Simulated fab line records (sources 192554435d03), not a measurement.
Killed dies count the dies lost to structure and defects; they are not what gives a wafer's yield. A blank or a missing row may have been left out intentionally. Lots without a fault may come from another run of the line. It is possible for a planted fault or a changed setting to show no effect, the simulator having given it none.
Split-lot trial -- flow n5_finfet -- route with 1938 steps; 7 lots, 21 wafers read

## ON THE SPLIT
At N5_BEOL_M2_DESCUM_16 (chemistry O2, time 7 s), the setting time_s was moved away from the recipe's 7 s on 6 of the 21 wafers read, by -21.0% to -9.5%. All remaining wafers had this setting at the recipe value.

The reading is taken at the split's own step.

## THE READING
CAR-EUV_of_BEOL_M2_COAT_05.thk_nm (the simulator's own value, which no gauge read), in nm, at N5_BEOL_M2_DESCUM_16 (chemistry O2, time 7 s). No usual value for it is given in the file. Here, 15 wafers ran the recipe; their average is 26.0 nm with a standard deviation of 0.1 nm.

wafer,"tool, chamber at the split","time_s as run, s",against the recipe,"CAR-EUV_of_BEOL_M2_COAT_05.thk_nm, nm",against lot-mates on the recipe
L077.3,"rie_diel-02, 1,0,3",7,recipe,26,-
L077.4,"rie_diel-02, 1,0,3",7,recipe,26,-
L077.5,"rie_diel-02, 1,0,3",7,recipe,26,-
L078.2,"rie_diel-04, 0,3",7,recipe,26,-
L078.6,"rie_diel-04, 0,3",7,recipe,26,-
L078.5,"rie_diel-04, 2",6.186,-11.6%,26.4,+0.4
L082.1,"rie_diel-02, 1",6.332,-9.5%,26.4,+0.4
L082.2,"rie_diel-02, 2",7,recipe,26,-
L082.5,"rie_diel-02, 0",6.332,-9.5%,26.2,+0.2
L090.1,"rie_diel-06, 0",7,recipe,26,-
L090.3,"rie_diel-06, 3",6.172,-11.8%,26.4,+0.4
L090.6,"rie_diel-06, 3",6.172,-11.8%,26.4,+0.4
L091.1,"rie_diel-04, 1,0,2",7,recipe,25.8,-
L091.3,"rie_diel-04, 1,0,2",7,recipe,25.8,-
L091.4,"rie_diel-04, 1,0,2",7,recipe,25.8,-
L095.1,"rie_diel-04, 3,2",7,recipe,26,-
L095.3,"rie_diel-04, 3,2",7,recipe,26,-
L095.5,"rie_diel-04, 0",5.53,-21.0%,26.8,+0.8
L097.1,"rie_diel-04, 1,2",7,recipe,26,-
L097.4,"rie_diel-04, 1,2",7,recipe,26,-
L097.2,"rie_diel-04, 3",7,recipe,26.2,-
Rows listing several chambers each stand for several wafers; the file does not say which wafer went through which chamber.

THE FIT
A straight line over all 21 wafers: CAR-EUV_of_BEOL_M2_COAT_05.thk_nm changes by -0.0374 nm for each +1% of time_s; r = -0.93; the points scatter about the line by 0.095 nm.
The same after taking each lot's own level away (the mean of its wafers on the recipe; 21 wafers): -0.0356 nm for each +1%; r = -0.97; scatter 0.053 nm.
Per that fit: largest time_s move, reading shift of 0.75 nm.
The lots' own levels span 25.80 to 26.07 nm, that is 2.7 times the standard deviation above.
Consequently the slope shifts little with the lot-to-lot level, the two slopes agreeing.
Check: +0.698 nm against its lot-mates is what the line predicts for one of the wafers moved furthest among these (-21.0%) when that wafer is left out of the fit. It came out at +0.8 nm against them.

## ADDITIONAL SPLITS CARRIED BY THESE WAFERS
Note: prior to the reading, these wafers also went through further splits. Each is held against what the fit with the lots' levels taken away leaves over:
other split on the same wafers,wafers away from the commonest value,r with CAR-EUV_of_BEOL_M2_COAT_05.thk_nm (lot level and that fit taken away)
N5_MOL_CONTACT_COAG_COAT_104 spin_rpm,6,+0.05
N5_MOL_CONTACT_COAG_PECVD_31 temp_c,9,+0.12
N5_MOL_CONTACT_COAG_ETCHBACK_136 target_depth_a,6,+0.02
N5_MOL_CONTACT_COAG_CVD_140 target_thk_a,4,-0.04
N5_BEOL_M0_SAQP_COAT_08 spin_rpm,6,-0.06
N5_BEOL_M0_CUTY_EXPOSE_54 dose_mj,4,-0.04
N5_BEOL_M2_COAT_73 spin_rpm,5,-0.16

## THE FILE'S OWN FIT
CAR-EUV_of_BEOL_M2_COAT_05.thk_nm changes by -0.036 nm for each +1% of time_s, r = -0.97.
